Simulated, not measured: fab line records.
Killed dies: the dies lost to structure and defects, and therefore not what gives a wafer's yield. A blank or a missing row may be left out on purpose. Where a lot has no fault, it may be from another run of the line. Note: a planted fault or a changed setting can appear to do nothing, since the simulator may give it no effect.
Matching of chambers | flow n5Finfet | N5_BEOL_M13_ETCH_68 on rieDiel-03 has 4 sister chambers
The step etches SOC in N2/H2, time 355 s. 4 wafers are shown with their chamber, then 8 later ones without.

WAFERS, EACH WITH ITS CHAMBER
wafer  | chamber | showerheadPlenumPTorr (Torr)
L086.3 | 0       | 2.62
L088.5 | 2       | 2.67
L088.6 | 1       | 2.62
L091.1 | 3       | 2.38

WAFERS WITHOUT THEIR CHAMBER
wafer  | showerheadPlenumPTorr (Torr)
L091.2 | 2.62
L091.6 | 2.67
L095.1 | 2.61
L095.3 | 2.62
L095.6 | 2.67
L096.2 | 2.62
L096.3 | 2.67
L096.6 | 2.37

EACH ONE'S CHAMBER
wafer  | from the rows above     | in truth
L091.2 | can't be placed: 0 or 1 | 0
L091.6 | 2                       | 2
L095.1 | can't be placed: 0 or 1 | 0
L095.3 | can't be placed: 0 or 1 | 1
L095.6 | 2                       | 2
L096.2 | can't be placed: 0 or 1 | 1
L096.3 | 2                       | 2
L096.6 | 3                       | 3
Correct placement for 4 of the 8. Not placeable from these rows: 4 (in 4, the candidates include the true chamber). Number placed wrongly: 0.
How it was worked out, from the rows above alone: a wafer's distance from a chamber is the root of the sum, over the readings, of the square of ((its reading less the chamber's mean) divided by the reading's scatter). If the next closest chamber is less than 2 further off than the closest, the wafer can't be placed; otherwise it belongs to the closest. For every chamber, the mean is computed from those of its wafers that are shown. The scatter (one wafer shown for each chamber): square how far every hidden wafer sits from the nearest shown wafer, average those squares and take the square root.
